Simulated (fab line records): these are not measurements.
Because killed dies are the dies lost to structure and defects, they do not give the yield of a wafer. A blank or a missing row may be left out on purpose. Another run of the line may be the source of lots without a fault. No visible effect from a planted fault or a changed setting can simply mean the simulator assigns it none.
Split-lot experiment || flow n5Finfet || 39 wafers read from 7 lots, route of 1938 steps

== THE SPLIT ITSELF ==
At N5_GATE_CUT_ALD_22 (deposits SiNx, target thk 16 nm, pulse time 1 s, ald cycles 320), the setting aldCycles was moved away from the recipe's 320 on 9 of the 39 wafers read, by -44.7% to -20.9%. This setting was run at the recipe's value on the other wafers.

The reading is taken at the split's own step.

== THE READING ==
SiNx_of_GATE_CUT_ALD_22.thkNm (the simulator's own value, which no gauge read), in nm, at N5_GATE_CUT_ALD_22 (deposits SiNx, target thk 16 nm, pulse time 1 s, ald cycles 320). There is no usual value for it anywhere in the file. The 30 wafers here that ran the recipe average 16.0 nm, standard deviation 0.079 nm.

{"wafer": "L077.1", "tool, chamber at the split": "aldSin-04, 2,0,1", "aldCycles as run": 320, "against the recipe": "recipe", "SiNx_of_GATE_CUT_ALD_22.thkNm, nm": 16, "against lot-mates on the recipe": "-"}
{"wafer": "L077.3", "tool, chamber at the split": "aldSin-04, 2,0,1", "aldCycles as run": 320, "against the recipe": "recipe", "SiNx_of_GATE_CUT_ALD_22.thkNm, nm": 16, "against lot-mates on the recipe": "-"}
{"wafer": "L077.5", "tool, chamber at the split": "aldSin-04, 2,0,1", "aldCycles as run": 320, "against the recipe": "recipe", "SiNx_of_GATE_CUT_ALD_22.thkNm, nm": 16, "against lot-mates on the recipe": "-"}
{"wafer": "L077.2", "tool, chamber at the split": "aldSin-04, 1,3,0", "aldCycles as run": 253, "against the recipe": "-20.9%", "SiNx_of_GATE_CUT_ALD_22.thkNm, nm": 12.6, "against lot-mates on the recipe": -3.4}
{"wafer": "L077.4", "tool, chamber at the split": "aldSin-04, 1,3,0", "aldCycles as run": 253, "against the recipe": "-20.9%", "SiNx_of_GATE_CUT_ALD_22.thkNm, nm": 12.6, "against lot-mates on the recipe": -3.4}
{"wafer": "L077.6", "tool, chamber at the split": "aldSin-04, 1,3,0", "aldCycles as run": 253, "against the recipe": "-20.9%", "SiNx_of_GATE_CUT_ALD_22.thkNm, nm": 12.6, "against lot-mates on the recipe": -3.4}
{"wafer": "L078.1", "tool, chamber at the split": "aldSin-03, 3,2,0,3,0,2", "aldCycles as run": 320, "against the recipe": "recipe", "SiNx_of_GATE_CUT_ALD_22.thkNm, nm": 16, "against lot-mates on the recipe": "-"}
{"wafer": "L078.2", "tool, chamber at the split": "aldSin-03, 3,2,0,3,0,2", "aldCycles as run": 320, "against the recipe": "recipe", "SiNx_of_GATE_CUT_ALD_22.thkNm, nm": 16, "against lot-mates on the recipe": "-"}
{"wafer": "L078.3", "tool, chamber at the split": "aldSin-03, 3,2,0,3,0,2", "aldCycles as run": 320, "against the recipe": "recipe", "SiNx_of_GATE_CUT_ALD_22.thkNm, nm": 16, "against lot-mates on the recipe": "-"}
{"wafer": "L078.4", "tool, chamber at the split": "aldSin-03, 3,2,0,3,0,2", "aldCycles as run": 320, "against the recipe": "recipe", "SiNx_of_GATE_CUT_ALD_22.thkNm, nm": 16, "against lot-mates on the recipe": "-"}
{"wafer": "L078.5", "tool, chamber at the split": "aldSin-03, 3,2,0,3,0,2", "aldCycles as run": 320, "against the recipe": "recipe", "SiNx_of_GATE_CUT_ALD_22.thkNm, nm": 16, "against lot-mates on the recipe": "-"}
{"wafer": "L078.6", "tool, chamber at the split": "aldSin-03, 3,2,0,3,0,2", "aldCycles as run": 320, "against the recipe": "recipe", "SiNx_of_GATE_CUT_ALD_22.thkNm, nm": 16, "against lot-mates on the recipe": "-"}
{"wafer": "L085.1", "tool, chamber at the split": "aldSin-03, 2,1,0,3,2", "aldCycles as run": 320, "against the recipe": "recipe", "SiNx_of_GATE_CUT_ALD_22.thkNm, nm": 16, "against lot-mates on the recipe": "-"}
{"wafer": "L085.2", "tool, chamber at the split": "aldSin-03, 2,1,0,3,2", "aldCycles as run": 320, "against the recipe": "recipe", "SiNx_of_GATE_CUT_ALD_22.thkNm, nm": 16, "against lot-mates on the recipe": "-"}
{"wafer": "L085.3", "tool, chamber at the split": "aldSin-03, 2,1,0,3,2", "aldCycles as run": 320, "against the recipe": "recipe", "SiNx_of_GATE_CUT_ALD_22.thkNm, nm": 16, "against lot-mates on the recipe": "-"}
{"wafer": "L085.4", "tool, chamber at the split": "aldSin-03, 2,1,0,3,2", "aldCycles as run": 320, "against the recipe": "recipe", "SiNx_of_GATE_CUT_ALD_22.thkNm, nm": 16, "against lot-mates on the recipe": "-"}
{"wafer": "L085.6", "tool, chamber at the split": "aldSin-03, 2,1,0,3,2", "aldCycles as run": 320, "against the recipe": "recipe", "SiNx_of_GATE_CUT_ALD_22.thkNm, nm": 16, "against lot-mates on the recipe": "-"}
{"wafer": "L085.5", "tool, chamber at the split": "aldSin-03, 1", "aldCycles as run": 320, "against the recipe": "recipe", "SiNx_of_GATE_CUT_ALD_22.thkNm, nm": 15.8, "against lot-mates on the recipe": "-"}
{"wafer": "L086.1", "tool, chamber at the split": "aldSin-02, 2,3,3", "aldCycles as run": 320, "against the recipe": "recipe", "SiNx_of_GATE_CUT_ALD_22.thkNm, nm": 16.2, "against lot-mates on the recipe": "-"}
{"wafer": "L086.3", "tool, chamber at the split": "aldSin-02, 2,3,3", "aldCycles as run": 320, "against the recipe": "recipe", "SiNx_of_GATE_CUT_ALD_22.thkNm, nm": 16.2, "against lot-mates on the recipe": "-"}
{"wafer": "L086.5", "tool, chamber at the split": "aldSin-02, 2,3,3", "aldCycles as run": 320, "against the recipe": "recipe", "SiNx_of_GATE_CUT_ALD_22.thkNm, nm": 16.2, "against lot-mates on the recipe": "-"}
{"wafer": "L086.2", "tool, chamber at the split": "aldSin-02, 0,0,2", "aldCycles as run": 320, "against the recipe": "recipe", "SiNx_of_GATE_CUT_ALD_22.thkNm, nm": 16, "against lot-mates on the recipe": "-"}
{"wafer": "L086.4", "tool, chamber at the split": "aldSin-02, 0,0,2", "aldCycles as run": 320, "against the recipe": "recipe", "SiNx_of_GATE_CUT_ALD_22.thkNm, nm": 16, "against lot-mates on the recipe": "-"}
{"wafer": "L086.6", "tool, chamber at the split": "aldSin-02, 0,0,2", "aldCycles as run": 320, "against the recipe": "recipe", "SiNx_of_GATE_CUT_ALD_22.thkNm, nm": 16, "against lot-mates on the recipe": "-"}
{"wafer": "L092.1", "tool, chamber at the split": "aldSin-02, 1,2,0", "aldCycles as run": 192, "against the recipe": "-40.0%", "SiNx_of_GATE_CUT_ALD_22.thkNm, nm": 9.6, "against lot-mates on the recipe": -6.5}
{"wafer": "L092.4", "tool, chamber at the split": "aldSin-02, 1,2,0", "aldCycles as run": 192, "against the recipe": "-40.0%", "SiNx_of_GATE_CUT_ALD_22.thkNm, nm": 9.6, "against lot-mates on the recipe": -6.5}
{"wafer": "L092.6", "tool, chamber at the split": "aldSin-02, 1,2,0", "aldCycles as run": 192, "against the recipe": "-40.0%", "SiNx_of_GATE_CUT_ALD_22.thkNm, nm": 9.6, "against lot-mates on the recipe": -6.5}
{"wafer": "L092.2", "tool, chamber at the split": "aldSin-02, 0,3", "aldCycles as run": 320, "against the recipe": "recipe", "SiNx_of_GATE_CUT_ALD_22.thkNm, nm": 16, "against lot-mates on the recipe": "-"}
{"wafer": "L092.5", "tool, chamber at the split": "aldSin-02, 0,3", "aldCycles as run": 320, "against the recipe": "recipe", "SiNx_of_GATE_CUT_ALD_22.thkNm, nm": 16, "against lot-mates on the recipe": "-"}
{"wafer": "L092.3", "tool, chamber at the split": "aldSin-02, 3", "aldCycles as run": 320, "against the recipe": "recipe", "SiNx_of_GATE_CUT_ALD_22.thkNm, nm": 16.2, "against lot-mates on the recipe": "-"}
{"wafer": "L093.3", "tool, chamber at the split": "aldSin-02, 2,0,2", "aldCycles as run": 320, "against the recipe": "recipe", "SiNx_of_GATE_CUT_ALD_22.thkNm, nm": 16, "against lot-mates on the recipe": "-"}
{"wafer": "L093.4", "tool, chamber at the split": "aldSin-02, 2,0,2", "aldCycles as run": 320, "against the recipe": "recipe", "SiNx_of_GATE_CUT_ALD_22.thkNm, nm": 16, "against lot-mates on the recipe": "-"}
{"wafer": "L093.5", "tool, chamber at the split": "aldSin-02, 2,0,2", "aldCycles as run": 320, "against the recipe": "recipe", "SiNx_of_GATE_CUT_ALD_22.thkNm, nm": 16, "against lot-mates on the recipe": "-"}
{"wafer": "L096.1", "tool, chamber at the split": "aldSin-02, 1,3,0", "aldCycles as run": 320, "against the recipe": "recipe", "SiNx_of_GATE_CUT_ALD_22.thkNm, nm": 16, "against lot-mates on the recipe": "-"}
{"wafer": "L096.2", "tool, chamber at the split": "aldSin-02, 1,3,0", "aldCycles as run": 320, "against the recipe": "recipe", "SiNx_of_GATE_CUT_ALD_22.thkNm, nm": 16, "against lot-mates on the recipe": "-"}
{"wafer": "L096.4", "tool, chamber at the split": "aldSin-02, 1,3,0", "aldCycles as run": 320, "against the recipe": "recipe", "SiNx_of_GATE_CUT_ALD_22.thkNm, nm": 16, "against lot-mates on the recipe": "-"}
{"wafer": "L096.3", "tool, chamber at the split": "aldSin-02, 2", "aldCycles as run": 177, "against the recipe": "-44.7%", "SiNx_of_GATE_CUT_ALD_22.thkNm, nm": 8.8, "against lot-mates on the recipe": -7.2}
{"wafer": "L096.5", "tool, chamber at the split": "aldSin-02, 1,0", "aldCycles as run": 177, "against the recipe": "-44.7%", "SiNx_of_GATE_CUT_ALD_22.thkNm, nm": 8.6, "against lot-mates on the recipe": -7.4}
{"wafer": "L096.6", "tool, chamber at the split": "aldSin-02, 1,0", "aldCycles as run": 177, "against the recipe": "-44.7%", "SiNx_of_GATE_CUT_ALD_22.thkNm, nm": 8.6, "against lot-mates on the recipe": -7.4}
Where a row lists several chambers, the file gives one row for several wafers and doesn't say which wafer went through which chamber.

FIT RESULTS
A straight line over all 39 wafers: SiNx_of_GATE_CUT_ALD_22.thkNm changes by +0.163 nm for each +1% of aldCycles; r = +1.00; the points scatter about the line by 0.084 nm.
The same after taking each lot's own level away (the mean of its wafers on the recipe; 39 wafers): +0.163 nm for each +1%; r = +1.00; scatter 0.066 nm.
According to that fit, moving aldCycles by its largest amount changes the reading by 7.3 nm.
From 15.97 to 16.10 nm: that is the span of the lots' own levels, equal to 1.7 times the standard deviation above.
So the lot-to-lot level changes the slope little: the two slopes agree.
Check: with one of the wafers moved furthest among these (-44.7%) left out of the fit, the line predicts -7.3 nm for it against its lot-mates. It came out at -7.2 nm against them.

== FURTHER SPLITS ON THESE WAFERS ==
Note: prior to the reading, these wafers also went through further splits. Each is held against what the fit with the lots' levels taken away leaves over:
{"other split on the same wafers": "N5_SD_EPI_N_DESCUM_14 timeS", "wafers away from the commonest value": 15, "r with SiNx_of_GATE_CUT_ALD_22.thkNm (lot level and that fit taken away)": "+0.17"}

== FILE'S OWN FIT ==
SiNx_of_GATE_CUT_ALD_22.thkNm changes by +0.163 nm for each +1% of aldCycles, r = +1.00.
